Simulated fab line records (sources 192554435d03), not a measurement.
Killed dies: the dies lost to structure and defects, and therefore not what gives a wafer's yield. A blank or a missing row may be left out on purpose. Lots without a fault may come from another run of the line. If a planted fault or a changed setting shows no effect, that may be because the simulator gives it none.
Split-lot trial :: flow n5_finfet :: 21 wafers read from 7 lots, route of 1938 steps

## ON THE SPLIT
At N5_SD_EPI_P_EPI_21 (deposits SiGe:B, time 355 s), the setting temp_c was moved away from the recipe's 550 C on 7 of the 21 wafers read, by -0.2% to +0.5%. The other wafers ran this setting at the recipe's value.

## FROM THE SPLIT TO THE READING: what the file shows between them, 5 steps
- N5_SD_EPI_P_HM_STRIP_48: strips SiNx in H3PO4, material SiNx, target depth 3 nm
- N5_SD_EPI_P_SRD_49: time 30 s
- N5_SD_EPI_P_PRECLEAN_24: cleans in O3/DIW, time 45 s
- N5_SD_ACTIVATION_RTA_00: time 0 s
- N5_SD_ACTIVATION_LSA_01: time 0.0008 s

## THE READING
RS_SD_P, in ohm/sq, at N5_SD_ACTIVATION_RS_MEAS_03 (measures by four-point-probe). Typical for fault-free wafers on this fab line: 56.1 ohm/sq, with standard deviation 0.91 ohm/sq.

wafer: L075.1
tool, chamber at the split: epi_rpcvd-03, 0
temp_c as run, C: 552.8
against the recipe: +0.5%
RS_SD_P, ohm/sq: 53.6
against lot-mates on the recipe: -4.3

wafer: L075.5
tool, chamber at the split: epi_rpcvd-03, 0
temp_c as run, C: 552.8
against the recipe: +0.5%
RS_SD_P, ohm/sq: 53.3
against lot-mates on the recipe: -4.6

wafer: L075.6
tool, chamber at the split: epi_rpcvd-03, 0
temp_c as run, C: 550
against the recipe: recipe
RS_SD_P, ohm/sq: 57.9
against lot-mates on the recipe: -

wafer: L077.3
tool, chamber at the split: epi_rpcvd-01, 0
temp_c as run, C: 550
against the recipe: recipe
RS_SD_P, ohm/sq: 56.9
against lot-mates on the recipe: -

wafer: L077.5
tool, chamber at the split: epi_rpcvd-01, 0
temp_c as run, C: 550
against the recipe: recipe
RS_SD_P, ohm/sq: 57.5
against lot-mates on the recipe: -

wafer: L077.6
tool, chamber at the split: epi_rpcvd-01, 0
temp_c as run, C: 550
against the recipe: recipe
RS_SD_P, ohm/sq: 57.9
against lot-mates on the recipe: -

wafer: L080.1
tool, chamber at the split: epi_rpcvd-01, 0
temp_c as run, C: 550
against the recipe: recipe
RS_SD_P, ohm/sq: 55.7
against lot-mates on the recipe: -

wafer: L080.5
tool, chamber at the split: epi_rpcvd-01, 0
temp_c as run, C: 550
against the recipe: recipe
RS_SD_P, ohm/sq: 56.3
against lot-mates on the recipe: -

wafer: L080.6
tool, chamber at the split: epi_rpcvd-01, 0
temp_c as run, C: 550
against the recipe: recipe
RS_SD_P, ohm/sq: 56.3
against lot-mates on the recipe: -

wafer: L084.2
tool, chamber at the split: epi_rpcvd-04, 0
temp_c as run, C: 550
against the recipe: recipe
RS_SD_P, ohm/sq: 56.8
against lot-mates on the recipe: -

wafer: L084.3
tool, chamber at the split: epi_rpcvd-04, 0
temp_c as run, C: 550
against the recipe: recipe
RS_SD_P, ohm/sq: 55.5
against lot-mates on the recipe: -

wafer: L084.5
tool, chamber at the split: epi_rpcvd-04, 0
temp_c as run, C: 550
against the recipe: recipe
RS_SD_P, ohm/sq: 56.0
against lot-mates on the recipe: -

wafer: L085.1
tool, chamber at the split: epi_rpcvd-01, 0
temp_c as run, C: 550
against the recipe: recipe
RS_SD_P, ohm/sq: 55.9
against lot-mates on the recipe: -

wafer: L085.2
tool, chamber at the split: epi_rpcvd-01, 0
temp_c as run, C: 550
against the recipe: recipe
RS_SD_P, ohm/sq: 55.7
against lot-mates on the recipe: -

wafer: L085.6
tool, chamber at the split: epi_rpcvd-01, 0
temp_c as run, C: 550
against the recipe: recipe
RS_SD_P, ohm/sq: 56.3
against lot-mates on the recipe: -

wafer: L089.3
tool, chamber at the split: epi_rpcvd-04, 0
temp_c as run, C: 549
against the recipe: -0.2%
RS_SD_P, ohm/sq: 56.2
against lot-mates on the recipe: +1.6

wafer: L089.5
tool, chamber at the split: epi_rpcvd-04, 0
temp_c as run, C: 550
against the recipe: recipe
RS_SD_P, ohm/sq: 54.6
against lot-mates on the recipe: -

wafer: L089.6
tool, chamber at the split: epi_rpcvd-04, 0
temp_c as run, C: 549
against the recipe: -0.2%
RS_SD_P, ohm/sq: 56.2
against lot-mates on the recipe: +1.6

wafer: L097.1
tool, chamber at the split: epi_rpcvd-04, 0
temp_c as run, C: 551.8
against the recipe: +0.3%
RS_SD_P, ohm/sq: 52.8
against lot-mates on the recipe: no lot-mate on the recipe

wafer: L097.2
tool, chamber at the split: epi_rpcvd-04, 0
temp_c as run, C: 551.8
against the recipe: +0.3%
RS_SD_P, ohm/sq: 53.7
against lot-mates on the recipe: no lot-mate on the recipe

wafer: L097.6
tool, chamber at the split: epi_rpcvd-04, 0
temp_c as run, C: 551.8
against the recipe: +0.3%
RS_SD_P, ohm/sq: 52.8
against lot-mates on the recipe: no lot-mate on the recipe

THE FIT
A straight line over all 21 wafers: RS_SD_P changes by -6.28 ohm/sq for each +1% of temp_c; r = -0.79; the points scatter about the line by 0.99 ohm/sq.
The same after taking each lot's own level away (the mean of its wafers on the recipe; 18 wafers): -8.75 ohm/sq for each +1%; r = -0.98; scatter 0.34 ohm/sq.
That fit puts the effect of the largest move of temp_c on the reading at 4.5 ohm/sq.
From 54.60 to 57.90 ohm/sq: that is the span of the lots' own levels, equal to 3.6 times the standard deviation above.
So the lot-to-lot level blurs the effect unless lot-mates are compared.
Check: -4.58 ohm/sq against its lot-mates is what the line predicts for one of the wafers moved furthest among these (+0.5%) when that wafer is left out of the fit. Against them it came out at -4.3 ohm/sq.

## THE OTHER SPLITS THESE WAFERS WENT THROUGH
Other splits were also applied to these wafers ahead of the reading. Each is held against what the fit with the lots' levels taken away leaves over:
other split on the same wafers: N5_SD_EPI_P_ETCH_16 target_depth_a
wafers away from the commonest value: 5
r with RS_SD_P (lot level and that fit taken away): -0.07

## THE WHOLE CHAIN: every reading that the file lists as answering this split, in the file's order
step: N5_SD_EPI_P_EPI_21
what it does: deposits SiGe:B, time 355 s
reading: SiGe-B_of_SD_EPI_P_EPI_21.thk_nm (the simulator's own value, which no gauge read)
change (the file's fit): +8 nm for each +1% of the setting
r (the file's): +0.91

step: N5_SD_EPI_P_HM_STRIP_48
what it does: strips SiNx in H3PO4, material SiNx, target depth 3 nm
reading: SiGe-B_of_SD_EPI_P_EPI_21.thk_nm (the simulator's own value, which no gauge read)
change (the file's fit): +7.53 nm for each +1% of the setting
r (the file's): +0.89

step: N5_SD_ACTIVATION_RS_MEAS_03
what it does: measures by four-point-probe
reading: RS_SD_P
change (the file's fit): -8.7 for each +1% of the setting
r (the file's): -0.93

## FILE'S OWN FIT
RS_SD_P changes by -8.7 ohm/sq for each +1% of temp_c, r = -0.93.
